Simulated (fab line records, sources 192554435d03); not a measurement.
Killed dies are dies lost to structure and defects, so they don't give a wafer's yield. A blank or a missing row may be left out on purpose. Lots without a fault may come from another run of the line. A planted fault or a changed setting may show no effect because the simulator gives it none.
Chamber matching | flow n5_finfet | N5_FIN_SAQP_ETCH_64 on rie_si-06: 4 sister chambers
The step etches SiO2 in CF4, target depth 1.5 nm. 4 wafers are shown with their chamber, then 8 later ones without.

WAFERS WITH THEIR CHAMBER
wafer  | chamber | throttle_valve_pct (%)
L078.6 | 0       | 21.47
L089.4 | 3       | 21.64
L089.5 | 1       | 21.93
L090.1 | 2       | 21.81

WAFERS WITHOUT THEIR CHAMBER
wafer  | throttle_valve_pct (%)
L090.3 | 21.48
L090.5 | 21.64
L091.3 | 21.63
L091.5 | 21.83
L091.6 | 21.90
L095.1 | 21.62
L095.3 | 21.48
L095.6 | 21.92

WHICH CHAMBER EACH WENT THROUGH
wafer  | from the rows above | in truth
L090.3 | 0                   | 0
L090.5 | 3                   | 3
L091.3 | 3                   | 3
L091.5 | 2                   | 2
L091.6 | 1                   | 1
L095.1 | 3                   | 3
L095.3 | 0                   | 0
L095.6 | 1                   | 1
Placed correctly: 8 of 8. Can't be placed from these rows: 0. Placed wrongly: 0.
How it was worked out, from the rows above alone: a wafer's distance from a chamber is the root of the sum, over the readings, of the square of ((its reading less the chamber's mean) divided by the reading's scatter). The wafer belongs to the nearest chamber; if the next one is less than 2 further off, it can't be placed. A chamber's mean is the mean of its shown wafers. The scatter: with one shown wafer a chamber, the root of the mean of the squares of how far each hidden wafer lies from its nearest shown one.
